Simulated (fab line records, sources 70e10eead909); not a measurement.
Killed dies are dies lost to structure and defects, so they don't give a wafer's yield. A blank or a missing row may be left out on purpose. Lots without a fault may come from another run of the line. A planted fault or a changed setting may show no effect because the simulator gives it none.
Which tool did it? | flow nand_harc | 14 lots, 42 wafers sampled, at 3 steps of a route of 1302

WHAT THE GAUGES READ, wafer by wafer
NHARC_A_SLIT_CD_MEAS_21.
lot  | measured     | on        | cd_nm (nm)
L968 | day 20 16:11 | cd_sem-03 | 290.7 289.0 289.6
L970 | day 20 20:01 | cd_sem-03 | 290.0 288.6 288.0
L969 | day 20 23:51 | cd_sem-02 | 288.7 291.1 288.6
L972 | day 22 03:58 | cd_sem-03 | 291.3 290.8 290.9
L974 | day 22 13:29 | cd_sem-02 | 289.4 290.2 289.4
L973 | day 22 13:53 | cd_sem-01 | 287.4 288.6 289.6
L976 | day 22 22:44 | cd_sem-02 | 289.9 289.8 290.8
L971 | day 23 01:34 | cd_sem-03 | 289.3 288.8 289.7
L975 | day 23 05:19 | cd_sem-03 | 290.1 289.6 290.3
L980 | day 24 06:34 | cd_sem-01 | 288.7 290.0 289.8
L977 | day 24 12:24 | cd_sem-03 | 289.4 290.4 290.5
L988 | day 29 02:55 | cd_sem-02 | 290.5 289.9 290.4
L989 | day 29 12:50 | cd_sem-02 | 288.9 289.9 289.9
L990 | day 29 14:08 | cd_sem-01 | 289.7 289.2 289.4

WHICH TOOL RAN EACH LOT (tool, then ch and the chambers of the sampled wafers, then the start)
lot  | NHARC_A_SLIT_DESCUM_14             | NHARC_A_SLIT_ETCH_24
L968 | rie_diel-10 ch 1,2, day 20 04:26   | rie_diel-10 ch 2,3, day 20 04:31
L970 | rie_diel-06 ch 0,1,3, day 20 11:24 | rie_diel-06 ch 0,1,3, day 20 11:30
L969 | rie_diel-10 ch 1,2,3, day 20 12:52 | rie_diel-10 ch 0,1, day 20 12:56
L972 | rie_diel-06 ch 0,2,3, day 21 21:43 | rie_diel-06 ch 0,1,2, day 21 21:47
L974 | rie_diel-10 ch 0,2,3, day 22 07:10 | rie_diel-10 ch 1,2,3, day 22 07:15
L973 | rie_diel-02 ch 0,3, day 22 07:20   | rie_diel-02 ch 2,3, day 22 07:26
L976 | rie_diel-06 ch 1,3, day 22 14:58   | rie_diel-06 ch 0,1,2, day 22 15:04
L971 | rie_diel-06 ch 0,2,3, day 22 15:58 | rie_diel-06 ch 0,1,2, day 22 16:02
L975 | rie_diel-10 ch 0,2,3, day 22 20:17 | rie_diel-10 ch 0,3, day 22 20:21
L980 | rie_diel-06 ch 0,1,3, day 24 00:20 | rie_diel-06 ch 0,1,2, day 24 00:24
L977 | rie_diel-06 ch 2,3, day 24 03:31   | rie_diel-06 ch 0,2,3, day 24 03:38
L988 | rie_diel-10 ch 1,2,3, day 28 20:39 | rie_diel-10 ch 0,1,3, day 28 20:44
L989 | rie_diel-06 ch 1,2,3, day 29 06:25 | rie_diel-06 ch 1,3, day 29 06:31
L990 | rie_diel-06 ch 1,2,3, day 29 07:40 | rie_diel-06 ch 1,2,3, day 29 07:46
- NHARC_A_SLIT_DESCUM_14: chemistry O2, time 3 s.
- NHARC_A_SLIT_ETCH_24: etches the open film in CF4/CHF3, target depth 121 nm, time 60.5 s.

WHAT THE TOOLS THEMSELVES READ (means of the sampled wafers that have a number; where no wafer has one, the mark that the record gives instead)
NHARC_A_SLIT_DESCUM_14.
lot  | tool        | drypump_motor_current_A (A) | o2_flow_sccm (sccm) | oes_product_au (a.u.) | rf_vpp_V (V) | showerhead_plenum_p_Torr (Torr) | throttle_valve_pct (%)
L968 | rie_diel-10 | 5.6                         | 200.0               | 1.001                 | 58.1         | 1.93                            | 11.315
L970 | rie_diel-06 | 5.7                         | 199.7               | 1.008                 | 58.8         | 1.96                            | 11.314
L969 | rie_diel-10 | 6.0                         | 200.0               | 1.005                 | 58.1         | 1.88                            | 11.299
L972 | rie_diel-06 | 5.8                         | 200.0               | 1.015                 | 57.6         | 1.90                            | 11.319
L974 | rie_diel-10 | 6.2                         | 200.2               | 0.998                 | 57.6         | 1.84                            | 11.309
L973 | rie_diel-02 | 5.2                         | 200.0               | 0.999                 | 57.8         | 1.91                            | 11.305
L976 | rie_diel-06 | 5.4                         | 200.4               | 1.008                 | 57.4         | 1.96                            | 11.313
L971 | rie_diel-06 | 5.8                         | 199.7               | 1.006                 | 57.5         | 1.89                            | 11.307
L975 | rie_diel-10 | 6.1                         | 199.7               | 0.995                 | 58.1         | 1.84                            | 11.299
L980 | rie_diel-06 | 5.7                         | 199.6               | 1.004                 | 58.3         | 1.96                            | 11.317
L977 | rie_diel-06 | 5.9                         | 199.4               | 1.004                 | 57.3         | 1.90                            | 11.315
L988 | rie_diel-10 | 6.0                         | 199.9               | 0.999                 | 56.7         | 1.87                            | 11.318
L989 | rie_diel-06 | 5.5                         | 200.3               | 0.998                 | 57.3         | 1.90                            | 11.307
L990 | rie_diel-06 | 5.5                         | 200.5               | 1.003                 | 57.7         | 1.90                            | 11.319

NHARC_A_SLIT_ETCH_24.
lot  | tool        | drypump_motor_current_A (A) | oes_product_au (a.u.) | rf_vpp_V (V) | showerhead_plenum_p_Torr (Torr) | throttle_valve_pct (%)
L968 | rie_diel-10 | 6.4                         | 0.963                 | 370.2        | 1.53                            | 16.802
L970 | rie_diel-06 | 5.7                         | 0.943                 | 372.3        | 1.61                            | 16.803
L969 | rie_diel-10 | 5.5                         | 0.961                 | 369.6        | 1.55                            | 16.806
L972 | rie_diel-06 | 5.4                         | 0.970                 | 371.0        | 1.56                            | 16.798
L974 | rie_diel-10 | 5.9                         | 0.967                 | 369.2        | 1.55                            | 16.811
L973 | rie_diel-02 | 5.5                         | 0.950                 | 372.1        | 1.60                            | 16.797
L976 | rie_diel-06 | 5.4                         | 0.929                 | 370.3        | 1.56                            | 16.812
L971 | rie_diel-06 | 5.4                         | 0.957                 | 369.8        | 1.56                            | 16.803
L975 | rie_diel-10 | 5.9                         | 0.969                 | 367.5        | 1.51                            | 16.801
L980 | rie_diel-06 | 5.4                         | 0.968                 | 370.3        | 1.56                            | 16.804
L977 | rie_diel-06 | 5.8                         | 0.967                 | 369.7        | 1.56                            | 16.800
L988 | rie_diel-10 | 5.8                         | 0.963                 | 369.3        | 1.53                            | 16.800
L989 | rie_diel-06 | 5.8                         | 0.968                 | 372.1        | 1.61                            | 16.796
L990 | rie_diel-06 | 5.5                         | 0.959                 | 370.9        | 1.56                            | 16.806

THE ANSWER, worked out from the rows above alone
Rule: what is usual is taken from the lots themselves. Put in order of their means at a reading, lots are off if they are a third of the lots or fewer, leave a main group of 4 or more, and stand apart from it by a gap of 3 or more times the standard deviation of the main group's means; of several such gaps the widest counts. A main group whose means are all the same, to the digits that the tables above print for the reading, isn't used. A lot without any number at a reading at which 4 lots or more have one is off too. The other lots that the step has rows for count as sound. The gauges are gone through in route order, then the tools' own readings, and for those a lot's mean is taken as printed above. The first step at which some lot is off is used, and at that step the reading that is off furthest; a lot without a number counts as furthest.
No lot is off at any reading shown: from this, nothing can be told.

WHAT THE SIMULATOR HAD PUT IN
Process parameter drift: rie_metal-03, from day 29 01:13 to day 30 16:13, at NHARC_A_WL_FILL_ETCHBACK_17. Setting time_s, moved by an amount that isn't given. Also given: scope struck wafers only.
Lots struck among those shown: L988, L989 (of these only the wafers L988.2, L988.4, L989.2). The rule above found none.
